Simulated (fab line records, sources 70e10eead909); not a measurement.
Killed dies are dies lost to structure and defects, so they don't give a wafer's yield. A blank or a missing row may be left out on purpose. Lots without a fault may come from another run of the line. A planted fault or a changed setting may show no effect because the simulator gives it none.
A struck lot beside a sound one | flow nand_harc | 11 steps out of a route of 1302
Sound: wafers L967.1, L967.2, L967.5. Struck: wafers L965.1, L965.5, L965.6. The cause comes at the end.
At each step with rows: each side's tool, then ch and its chambers, then its first start. Under that, the readings that differ: sound wafers | struck wafers | difference of the means | sigmas: that difference in standard deviations of wafers without a fault.
alike: readings whose means differ by less than 2 such deviations, and words and numbers that are the same on both sides. not compared: withheld readings, readings that some wafer has no value for, bounds like >300 that may hide the same value, and numbers for which the record gives no deviation and whose values overlap.
The two part at a step that has a row with sigmas, a row that says differs or no value, or rows on one side only. Numbers that don't overlap but have no deviation are shown without sigmas and don't part them. A reading that every wafer of one side lacks parts them only if that side has two wafers or more.

first, 1 step without rows for these wafers: NHARC_A_WL_FILL_CVD_23 (deposits poly-Si, target thk 40 nm, time 800 s).
NHARC_A_WL_FILL_ETCHBACK_26: etches the open film in HBr, target depth 52 nm, time 13.3 s.
  sound on rie_si-06 ch 0,1,2, day 27 20:56; struck on rie_si-01 ch 0,2,3, day 26 05:17
  alike: drypump_motor_current_A, oes_product_au, throttle_valve_pct
  not compared: rf_hours_counter_h
then, 2 steps without rows for these wafers: NHARC_A_WL_FILL_PRECLEAN_30 (cleans in dHF, time 10 s); NHARC_A_WL_FILL_SRD_14.
NHARC_A_WL_FILL_ALD_19: deposits TiN, target thk 2 nm, pulse time 3 s, ald cycles 100.
  sound on ald_metal-01 ch 0,1, day 27 21:11; struck on ald_metal-03 ch 1,3, day 26 05:34
  alike: heater_power_w, precursor_pulse_height_rel
NHARC_A_WL_FILL_CVD_20: deposits W, target thk 100 nm, time 74 s.
  sound on cvd_w-01 ch 0,1; struck on cvd_w-01 ch 0,1
  alike: heater_power_w, throttle_valve_pct
NHARC_A_WL_FILL_CMP_12: polishes, t overpolish 30 s, target thk 100 nm.
  sound on cmp-04 ch 1,2, day 27 21:36; struck on cmp-01 ch 0,2,3, day 26 05:59
  alike: motor_current_A, overpolish_run_s, time_to_endpoint_s
then, 1 step without rows for these wafers: NHARC_A_WL_FILL_SRD_31.
NHARC_A_WL_FILL_INSPECT_15:
  sound on defect_inspect-01, day 27 22:04; struck on defect_inspect-01, day 26 06:26
  alike: raw_defect_count
NHARC_A_CONTACT_DEP_24: deposits SiO2, target thk 500 nm.
  sound on pecvd-03 ch 0,1,2, day 27 22:08; struck on pecvd-04 ch 0,2, day 26 07:14
  alike: heater_power_w, throttle_valve_pct
-- the record jumps here: 3 days lie between the struck wafers' starts before and after (it left off in module A_CONTACT and takes up again in module END, whose first step shown is number 1302 of the route) --
NHARC_END_SORT_01:
  sound on prober-01 ch 0, day 31 02:34; struck on prober-01 ch 0, day 29 15:47
  alike: killed_at_array, killed_at_other, killed_at_periphery, killed_dies, killed_open, killed_short

WHERE THEY PART
Nowhere in this record.

WHY: what the simulator had put in
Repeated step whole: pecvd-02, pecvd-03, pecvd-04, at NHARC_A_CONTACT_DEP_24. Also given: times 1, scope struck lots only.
